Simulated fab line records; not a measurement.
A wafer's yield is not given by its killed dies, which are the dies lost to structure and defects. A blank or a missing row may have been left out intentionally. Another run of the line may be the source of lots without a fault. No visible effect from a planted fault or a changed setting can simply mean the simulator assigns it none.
A lot that was struck, set against a sound lot + flow nand harc + 14 steps out of a route of 1302
Sound: wafers L341.1, L341.3, L341.6. Struck: wafer L355.5 (L355.3, L355.6, from the same lot, were not struck and are left out); the cause is given at the end.
At each step with rows: each side's tool, then ch and its chambers, then its first start. Under that, the readings that differ: sound wafers + struck wafers + difference of the means + sigmas: that difference in standard deviations of wafers without a fault.
alike: same words and numbers on both sides, and readings whose means sit less than 2 such deviations apart. not compared: any withheld reading, any reading some wafer has no value for, any bound like >300 that may hide the same value, and any number with overlapping values for which the record gives no deviation.
A row with sigmas, a row that says differs or no value, or rows on one side alone: a step with any of these is where the two part. Numbers that have no deviation but don't overlap get no sigmas and don't part them. A reading that every wafer of one side lacks parts them only if that side has two wafers or more.

first, 7 steps without rows for these wafers: NHARC_A_SLIT_HMDS_02 (time 30 s); NHARC_A_SLIT_COAT_03 (resist thk 90 nm); NHARC_A_SLIT_SOFTBAKE_04 (time 55 s); NHARC_A_SLIT_EBR_05; NHARC_A_SLIT_EXPOSE_06 (exposes mask SLIT); NHARC_A_SLIT_PEB_07 (peb time 65 s); NHARC_A_SLIT_DEVELOP_08 (develop time 35 s).
NHARC_A_SLIT_CD_MEAS_09 targets a cd of 300 nm.
  sound on cd sem-01 ch 0, day 19 21:47; struck on cd sem-02 ch 0, day 26 09:46
  alike: cd nm
NHARC_A_SLIT_OVL_MEAS_10:
  sound: overlay-02 at day 19 21:53; struck: overlay-01 at day 26 09:51
  alike: overlay x nm, overlay y nm
NHARC_A_SLIT_INSPECT_11:
  sound: defect inspect-02 at day 19 21:55; struck: defect inspect-02 at day 26 09:53
  alike: raw defect count
NHARC_A_SLIT_DESCUM_14: chemistry O2, time 3 s.
  sound on rie diel-09 ch 0,2, day 19 21:59; struck on rie diel-09 ch 2, day 26 09:58
  alike: chamber pressure mTorr, drypump motor current A, oes product au, rf vpp V, showerhead plenum p Torr, throttle valve pct
  not compared: rf hours counter h
NHARC_A_SLIT_ETCH_24: etches the open film in CF4/CHF3, target depth 121 nm, time 60.5 s.
  sound on rie diel-09 ch 0,1,2, day 19 22:04; struck on rie diel-09 ch 1, day 26 10:03
  alike: bias w, chamber pressure mTorr, drypump motor current A, oes product au, rf vpp V, run length s, showerhead plenum p Torr, throttle valve pct
  not compared: rf hours counter h
NHARC_A_SLIT_ETCH_15: etches the open film in O2/COS, target depth 6200 nm, time 1612 s.
  sound on rie diel-09 ch 0,1,2, day 19 22:16; struck on rie diel-09 ch 0, day 26 10:18
| reading                        | sound                  | struck | difference | sigmas      |
|--------------------------------|------------------------|--------|------------|-------------|
| run length s (s)               | 1633.0 1632.6 1633.7   | 1227.4 | -405.7     | -99 or more |
| model.A_SLIT.cd offset nm (nm) | -0.4136 -0.4034 -1.363 | -3.662 | -2.935     |             |
  alike: chamber pressure mTorr, cos flow sccm, drypump motor current A, oes product au, rf vpp V, showerhead plenum p Torr, throttle valve pct
  not compared: bias w, rf hours counter h
NHARC_A_SLIT_ETCH_17: etches the open film in C4F8/O2/Ar, time 4254.5 s, target depth 20300 nm.
  sound on har etch-02 ch 0,1, day 20 04:23; struck on har etch-02 ch 1, day 26 13:56
| reading                | sound                | struck | difference | sigmas |
|------------------------|----------------------|--------|------------|--------|
| throttle valve pct (%) | 32.051 32.037 32.039 | 32.064 | +0.022     | +2     |
  alike: chamber pressure mTorr, drypump motor current A, showerhead plenum p Torr
  not compared: rf hours counter h, run length s

WHERE THEY PART
Last at NHARC_A_SLIT_ETCH_17 as far as this record goes, first at NHARC_A_SLIT_ETCH_15.

WHY: what the simulator had put in
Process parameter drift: rie diel-09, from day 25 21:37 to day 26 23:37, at NHARC_A_SLIT_ETCH_15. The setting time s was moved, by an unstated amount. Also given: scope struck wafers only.
